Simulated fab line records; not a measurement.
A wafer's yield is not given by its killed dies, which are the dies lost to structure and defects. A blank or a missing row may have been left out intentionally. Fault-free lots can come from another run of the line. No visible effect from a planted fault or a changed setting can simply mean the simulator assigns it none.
What tool caused it? | flow n5_finfet | 24 lots, 72 wafers sampled, at 6 steps of a route of 1938

WHAT THE GAUGES READ, wafer by wafer
N5_BEOL_M8_OCD_MEAS_38.
lot  | measured     | on     | trench_depth_nm (nm)
L074 | day 9 14:43  | ocd-01 | 91.4 93.9 92.9
L075 | day 9 20:41  | ocd-02 | 96.2 93.6 94.2
L076 | day 9 20:46  | ocd-01 | 94.0 94.6 92.7
L077 | day 10 00:14 | ocd-02 | 92.7 91.3 92.7
L078 | day 10 06:30 | ocd-02 | 91.7 93.0 93.0
L079 | day 10 10:04 | ocd-02 | 92.4 92.8 94.1
L081 | day 11 03:49 | ocd-02 | 93.0 93.2 92.8
L080 | day 11 04:08 | ocd-02 | 91.8 92.9 94.4
L082 | day 11 07:44 | ocd-01 | 92.1 92.9 92.8
L083 | day 11 20:04 | ocd-01 | 93.5 92.2 92.7
L084 | day 11 22:08 | ocd-02 | 95.3 93.4 94.1
L086 | day 12 08:32 | ocd-02 | 93.6 92.9 95.0
L085 | day 12 08:35 | ocd-01 | 90.9 91.1 93.5
L088 | day 12 15:58 | ocd-01 | 93.3 92.5 93.2
L087 | day 12 17:50 | ocd-02 | 94.1 96.0 94.4
L089 | day 13 01:35 | ocd-02 | 93.2 93.5 93.5
L091 | day 13 17:53 | ocd-02 | 91.4 93.2 91.5
L090 | day 13 23:01 | ocd-02 | 93.5 95.3 93.8
L092 | day 14 03:32 | ocd-01 | 91.3 92.3 96.0
L093 | day 14 04:17 | ocd-01 | 92.4 92.8 94.6
L094 | day 14 08:04 | ocd-02 | 94.8 93.3 94.2
L096 | day 14 18:08 | ocd-02 | 93.2 96.5 95.3
L097 | day 15 05:17 | ocd-02 | 92.2 96.6 93.1
L095 | day 15 05:32 | ocd-02 | 93.1 92.8 92.5

N5_BEOL_M8_RS_MEAS_57: measurement is done with a four-point probe.
lot  | measured     | on            | M8_RS (ohm/sq)
L074 | day 9 17:38  | film_metro-01 | 0.297 0.288 0.290
L075 | day 9 23:28  | film_metro-02 | 0.273 0.286 0.286
L076 | day 9 23:13  | film_metro-02 | 0.285 0.282 0.286
L077 | day 10 03:34 | film_metro-02 | 0.291 0.292 0.285
L078 | day 10 11:00 | film_metro-01 | 0.296 0.285 0.287
L079 | day 10 13:07 | film_metro-02 | 0.293 0.289 0.280
L081 | day 11 08:12 | film_metro-01 | 0.295 0.291 0.288
L080 | day 11 08:31 | film_metro-01 | 0.293 0.293 0.285
L082 | day 11 10:16 | film_metro-02 | 0.290 0.287 0.299
L083 | day 11 23:02 | film_metro-02 | 0.277 0.288 0.288
L084 | day 12 03:09 | film_metro-02 | 0.284 0.282 0.288
L086 | day 12 10:59 | film_metro-02 | 0.288 0.286 0.283
L085 | day 12 11:02 | film_metro-01 | 0.296 0.291 0.282
L088 | day 12 18:26 | film_metro-01 | 0.291 0.303 0.289
L087 | day 12 20:56 | film_metro-02 | 0.283 0.274 0.283
L089 | day 13 04:28 | film_metro-02 | 0.281 0.284 0.283
L091 | day 13 20:23 | film_metro-02 | 0.300 0.295 0.302
L090 | day 14 01:29 | film_metro-02 | 0.290 0.280 0.284
L092 | day 14 07:26 | film_metro-02 | 0.292 0.294 0.275
L093 | day 14 10:07 | film_metro-01 | 0.299 0.295 0.287
L094 | day 14 10:44 | film_metro-02 | 0.275 0.285 0.278
L096 | day 14 22:06 | film_metro-02 | 0.287 0.284 0.280
L097 | day 15 08:35 | film_metro-02 | 0.293 0.276 0.291
L095 | day 15 08:52 | film_metro-02 | 0.284 0.288 0.292

N5_BEOL_M9_CD_MEAS_18: pitch 140 nm, target cd 70 nm.
lot  | measured     | on        | cd_nm (nm)
L074 | day 9 21:53  | cd_sem-03 | 71.0 70.0 70.7
L075 | day 10 03:14 | cd_sem-03 | 69.1 68.8 68.4
L076 | day 10 03:06 | cd_sem-02 | 70.8 70.3 70.7
L077 | day 10 07:07 | cd_sem-03 | 71.2 69.8 70.3
L078 | day 10 14:15 | cd_sem-03 | 70.6 70.7 69.7
L079 | day 10 15:18 | cd_sem-03 | 70.0 70.1 70.7
L081 | day 11 10:34 | cd_sem-03 | 69.6 69.6 70.0
L080 | day 11 10:52 | cd_sem-02 | 70.6 70.0 69.7
L082 | day 11 13:49 | cd_sem-03 | 71.6 70.2 70.8
L083 | day 12 03:50 | cd_sem-01 | 70.7 70.5 70.7
L084 | day 12 05:38 | cd_sem-01 | 70.0 69.8 70.2
L086 | day 12 14:04 | cd_sem-03 | 69.6 70.3 69.6
L085 | day 12 14:06 | cd_sem-02 | 70.6 69.8 70.7
L088 | day 12 20:49 | cd_sem-01 | 69.8 69.8 70.2
L087 | day 13 00:08 | cd_sem-01 | 71.1 70.2 70.9
L089 | day 13 08:07 | cd_sem-02 | 70.1 70.3 69.7
L091 | day 13 23:01 | cd_sem-03 | 70.2 69.6 69.9
L090 | day 14 04:02 | cd_sem-01 | 70.3 69.8 70.5
L092 | day 14 09:41 | cd_sem-01 | 70.2 70.1 70.1
L093 | day 14 12:53 | cd_sem-03 | 70.1 69.3 69.4
L094 | day 14 14:04 | cd_sem-02 | 70.1 69.9 69.6
L096 | day 15 01:22 | cd_sem-03 | 70.4 70.0 69.5
L097 | day 15 13:50 | cd_sem-02 | 69.6 69.8 70.1
L095 | day 15 14:23 | cd_sem-02 | 69.9 70.0 70.8

N5_BEOL_M9_OVL_MEAS_29.
lot  | measured     | on         | V8_OVL (nm)
L074 | day 9 23:26  | overlay-01 | 0.7 0.7 1.4
L075 | day 10 05:53 | overlay-01 | -0.1 1.3 0.3
L076 | day 10 05:43 | overlay-01 | 0.2 -0.2 -0.2
L077 | day 10 08:56 | overlay-01 | -0.2 -1.0 0.8
L078 | day 10 15:32 | overlay-01 | 0.3 1.0 0.1
L079 | day 10 15:49 | overlay-01 | 0.6 2.0 0.4
L081 | day 11 11:05 | overlay-02 | 0.8 1.0 1.5
L080 | day 11 11:19 | overlay-02 | 0.1 0.1 -0.1
L082 | day 11 14:21 | overlay-02 | 0.5 0.9 1.3
L083 | day 12 05:26 | overlay-01 | -0.1 -0.6 -0.6
L084 | day 12 05:59 | overlay-01 | 2.2 0.0 0.3
L086 | day 12 14:35 | overlay-01 | 1.2 1.1 0.8
L085 | day 12 14:58 | overlay-01 | 0.5 -0.3 0.0
L088 | day 12 22:32 | overlay-02 | 1.9 1.5 -0.1
L087 | day 13 00:42 | overlay-02 | 0.5 0.4 -0.9
L089 | day 13 10:27 | overlay-02 | 0.5 0.7 1.8
L091 | day 13 23:32 | overlay-01 | -0.8 1.0 0.3
L090 | day 14 07:36 | overlay-01 | 0.6 0.4 -0.6
L092 | day 14 10:50 | overlay-01 | 0.5 -0.5 -0.3
L093 | day 14 14:05 | overlay-02 | 0.1 0.7 2.0
L094 | day 14 14:24 | overlay-02 | -0.8 -1.2 -0.6
L096 | day 15 04:32 | overlay-02 | 0.3 0.1 0.6
L097 | day 15 15:49 | overlay-01 | 0.8 1.2 1.0
L095 | day 15 16:00 | overlay-01 | -0.5 0.2 -0.1

N5_BEOL_M9_OCD_MEAS_38.
lot  | measured     | on     | trench_depth_nm (nm)
L074 | day 9 23:59  | ocd-02 | 150.8 152.9 154.8
L075 | day 10 06:42 | ocd-02 | 151.0 153.1 153.4
L076 | day 10 06:16 | ocd-02 | 148.6 154.0 152.4
L077 | day 10 09:29 | ocd-02 | 146.6 150.7 147.3
L078 | day 10 16:04 | ocd-02 | 151.1 149.8 152.8
L079 | day 10 16:24 | ocd-02 | 149.0 152.3 146.1
L081 | day 11 12:09 | ocd-01 | 149.2 150.2 151.2
L080 | day 11 12:31 | ocd-02 | 146.5 146.5 148.2
L082 | day 11 15:25 | ocd-01 | 149.3 148.2 151.1
L083 | day 12 06:14 | ocd-01 | 145.9 153.7 150.9
L084 | day 12 07:35 | ocd-01 | 147.4 150.5 152.7
L086 | day 12 15:07 | ocd-01 | 152.8 149.2 151.6
L085 | day 12 15:30 | ocd-02 | 148.7 150.2 150.7
L088 | day 12 23:05 | ocd-01 | 149.4 146.1 146.8
L087 | day 13 01:14 | ocd-02 | 148.0 152.6 149.7
L089 | day 13 11:00 | ocd-02 | 153.2 151.7 155.3
L091 | day 14 00:14 | ocd-02 | 148.1 146.4 155.0
L090 | day 14 08:08 | ocd-01 | 150.3 154.5 149.7
L092 | day 14 11:23 | ocd-02 | 146.9 150.6 149.9
L093 | day 14 14:38 | ocd-02 | 147.1 150.4 149.7
L094 | day 14 14:56 | ocd-02 | 155.2 152.6 151.7
L096 | day 15 05:05 | ocd-02 | 149.2 154.4 149.7
L097 | day 15 16:20 | ocd-01 | 153.2 152.7 152.2
L095 | day 15 16:41 | ocd-01 | 152.1 150.4 151.9

TOOL THAT RAN EACH LOT (tool first, then ch and the chambers of the sampled wafers, then the start)
lot  | N5_BEOL_M8_CURE_75
L074 | uv_cure-03 ch 1, day 9 15:24
L075 | uv_cure-03 ch 2, day 9 20:53
L076 | uv_cure-01 ch 0, day 9 20:58
L077 | uv_cure-02 ch 2, day 10 00:25
L078 | uv_cure-02 ch 0, day 10 06:42
L079 | uv_cure-03 ch 1, day 10 10:16
L081 | uv_cure-01 ch 1, day 11 04:01
L080 | uv_cure-02 ch 1, day 11 04:25
L082 | uv_cure-01 ch 1, day 11 08:00
L083 | uv_cure-03 ch 1, day 11 20:16
L084 | uv_cure-03 ch 2, day 11 22:20
L086 | uv_cure-03 ch 0, day 12 08:47
L085 | uv_cure-02 ch 0, day 12 08:53
L088 | uv_cure-03 ch 0, day 12 16:10
L087 | uv_cure-01 ch 1, day 12 18:08
L089 | uv_cure-03 ch 2, day 13 02:02
L091 | uv_cure-03 ch 2, day 13 18:11
L090 | uv_cure-01 ch 0, day 13 23:18
L092 | uv_cure-01 ch 2, day 14 04:01
L093 | uv_cure-03 ch 2, day 14 04:34
L094 | uv_cure-03 ch 1, day 14 08:22
L096 | uv_cure-02 ch 1, day 14 18:57
L097 | uv_cure-03 ch 1, day 15 05:41
L095 | uv_cure-03 ch 1, day 15 05:53
- N5_BEOL_M8_CURE_75: cures SiCOH lowk, time 120 s.

WHAT THE TOOLS THEMSELVES READ (means of the sampled wafers that have a number; where no wafer has one, the mark that the record gives instead)
N5_BEOL_M8_CURE_75.
lot  | tool       | lamp_power_pct (%) | wafer_temp_C_max
L074 | uv_cure-03 | 52.26              | 371.6
L075 | uv_cure-03 | 52.32              | 371.8
L076 | uv_cure-01 | 52.29              | 371.3
L077 | uv_cure-02 | 52.23              | 372.7
L078 | uv_cure-02 | 52.26              | 371.3
L079 | uv_cure-03 | 52.36              | 371.2
L081 | uv_cure-01 | 52.33              | 372.1
L080 | uv_cure-02 | 52.39              | 372.6
L082 | uv_cure-01 | 52.29              | 372.1
L083 | uv_cure-03 | 52.29              | 371.9
L084 | uv_cure-03 | 52.32              | 371.5
L086 | uv_cure-03 | 52.38              | 372.1
L085 | uv_cure-02 | 52.36              | 371.2
L088 | uv_cure-03 | 52.28              | 371.9
L087 | uv_cure-01 | 52.27              | 372.0
L089 | uv_cure-03 | 52.33              | 371.8
L091 | uv_cure-03 | 52.34              | 371.5
L090 | uv_cure-01 | 52.27              | 371.5
L092 | uv_cure-01 | 52.29              | 371.3
L093 | uv_cure-03 | 52.36              | 371.7
L094 | uv_cure-03 | 52.35              | 371.7
L096 | uv_cure-02 | 52.26              | 372.9
L097 | uv_cure-03 | 52.27              | 371.6
L095 | uv_cure-03 | 52.33              | 371.4

THE ANSWER, worked out from the rows above alone
Rule: the usual values come from the lots themselves. The widest of any qualifying gaps counts: lots, ordered by their means at a reading, are off when they make up no more than a third of the lots, leave a main group of 4 or more, and stand apart from it by 3 or more times the standard deviation of that group's means. Not used: any main group whose means are identical at the precision the tables above print for the reading. Also off: a lot with no number at a reading for which 4 or more lots have one. The other lots that the step has rows for count as sound. The gauges are gone through in route order, then the tools' own readings, and for those a lot's mean is taken as printed above. The first step at which some lot is off is used, and at that step the reading that is off furthest; a lot without a number counts as furthest.
Nothing can be told from this: no lot is off at any reading shown.

WHAT WAS PUT IN BY THE SIMULATOR
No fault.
